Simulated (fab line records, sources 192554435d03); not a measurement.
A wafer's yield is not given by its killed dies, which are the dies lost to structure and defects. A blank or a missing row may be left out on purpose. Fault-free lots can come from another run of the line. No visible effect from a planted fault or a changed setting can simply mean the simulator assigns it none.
Chamber matching ; flow n5 finfet ; N5_BEOL_M15_STRIP_36 on rie diel-04 has 4 sister chambers
The step strips in O2. 4 wafers are shown with their chamber, then 9 later ones without.

== WAFERS WITH THEIR CHAMBER ==
wafer;chamber;showerhead plenum p Torr (Torr)
L081.6;0;2.17
L090.3;3;1.92
L090.4;2;2.15
L090.5;1;2.05

== WAFERS WITHOUT THEIR CHAMBER ==
wafer;showerhead plenum p Torr (Torr)
L091.1;2.05
L091.3;2.15
L091.5;2.05
L092.1;1.92
L092.2;2.05
L092.3;2.15
L095.1;2.04
L095.5;2.15
L095.6;2.04

== CHAMBER TAKEN BY EACH ==
wafer;from the rows above;in truth
L091.1;1;1
L091.3;2;2
L091.5;1;1
L092.1;3;3
L092.2;1;1
L092.3;2;2
L095.1;1;1
L095.5;2;2
L095.6;1;1
Correctly placed: 9 of 9. From these rows, 0 cannot be placed. Number placed wrongly: 0.
How it was worked out, from the rows above alone: a wafer's distance from a chamber is the root of the sum, over the readings, of the square of ((its reading less the chamber's mean) divided by the reading's scatter). The wafer belongs to the nearest chamber; if the next one is less than 2 further off, it can't be placed. A chamber's mean is the mean of its shown wafers. The scatter (one wafer shown for each chamber): square how far every hidden wafer sits from the nearest shown wafer, average those squares and take the square root.
